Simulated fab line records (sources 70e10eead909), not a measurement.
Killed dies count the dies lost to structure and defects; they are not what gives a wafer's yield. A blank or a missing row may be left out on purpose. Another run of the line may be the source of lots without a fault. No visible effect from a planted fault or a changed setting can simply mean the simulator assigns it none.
Chamber matching :: flow nand harc :: NHARC_P_M2_DEP_33 on pecvd-04: 3 sister chambers
The step deposits SiCN, target thk 30 nm. 22 wafers are shown with their chamber, then 11 later ones without.

## WAFERS PAIRED WITH THEIR CHAMBERS
wafer: L075.2
chamber: 1
heater power w (W): 599

wafer: L075.3
chamber: 0
heater power w (W): 613

wafer: L075.5
chamber: 1
heater power w (W): 611

wafer: L075.1
chamber: 2
heater power w (W): 421

wafer: L075.4
chamber: 2
heater power w (W): 446

wafer: L075.6
chamber: 0
heater power w (W): 589

wafer: L080.1
chamber: 0
heater power w (W): 572

wafer: L080.2
chamber: 2
heater power w (W): 443

wafer: L080.5
chamber: 1
heater power w (W): 542

wafer: L080.3
chamber: 1
heater power w (W): 548

wafer: L080.4
chamber: 0
heater power w (W): 573

wafer: L080.6
chamber: 2
heater power w (W): 451

wafer: L086.3
chamber: 1
heater power w (W): 585

wafer: L086.4
chamber: 2
heater power w (W): 454

wafer: L086.6
chamber: 1
heater power w (W): 590

wafer: L086.1
chamber: 2
heater power w (W): 455

wafer: L086.2
chamber: 0
heater power w (W): 500

wafer: L086.5
chamber: 0
heater power w (W): 501

wafer: L085.1
chamber: 2
heater power w (W): 433

wafer: L085.4
chamber: 0
heater power w (W): 603

wafer: L085.5
chamber: 2
heater power w (W): 431

wafer: L088.1
chamber: 2
heater power w (W): 438

SIGNATURES, as means of the wafers listed above
reading: heater power w
chamber 0: 564.43
chamber 1: 579.17
chamber 2: 441.33
scatter within a chamber: 30.5
Rule: for each reading, subtract the chamber's mean from the wafer's reading, divide by that reading's scatter and square the result; add these up over the readings and take the root, which gives the wafer's distance from the chamber. If the next closest chamber is less than 2 further off than the closest, the wafer can't be placed; otherwise it belongs to the closest. The scatter: take each reading less its chamber's mean, square it, sum over the shown wafers, divide by the number of wafers less the number of chambers, and take the root.

## WAFERS WITH NO CHAMBER GIVEN
wafer: L088.3
heater power w (W): 522

wafer: L088.4
heater power w (W): 559

wafer: L091.1
heater power w (W): 568

wafer: L091.3
heater power w (W): 434

wafer: L091.5
heater power w (W): 409

wafer: L093.1
heater power w (W): 558

wafer: L093.3
heater power w (W): 404

wafer: L093.5
heater power w (W): 406

wafer: L096.1
heater power w (W): 538

wafer: L096.2
heater power w (W): 542

wafer: L096.3
heater power w (W): 367

## WHICH CHAMBER EACH ONE RAN IN
wafer: L088.3
from the rows above: can't be placed: 0 or 1 or 2
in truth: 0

wafer: L088.4
from the rows above: can't be placed: 0 or 1
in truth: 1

wafer: L091.1
from the rows above: can't be placed: 0 or 1
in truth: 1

wafer: L091.3
from the rows above: 2
in truth: 2

wafer: L091.5
from the rows above: 2
in truth: 2

wafer: L093.1
from the rows above: can't be placed: 0 or 1
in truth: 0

wafer: L093.3
from the rows above: 2
in truth: 2

wafer: L093.5
from the rows above: 2
in truth: 2

wafer: L096.1
from the rows above: can't be placed: 0 or 1
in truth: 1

wafer: L096.2
from the rows above: can't be placed: 0 or 1
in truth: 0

wafer: L096.3
from the rows above: 2
in truth: 2
Placed correctly: 5 of 11. Unplaceable from these rows: 6, with the true chamber sitting among the candidates in 6. Number placed wrongly: 0.
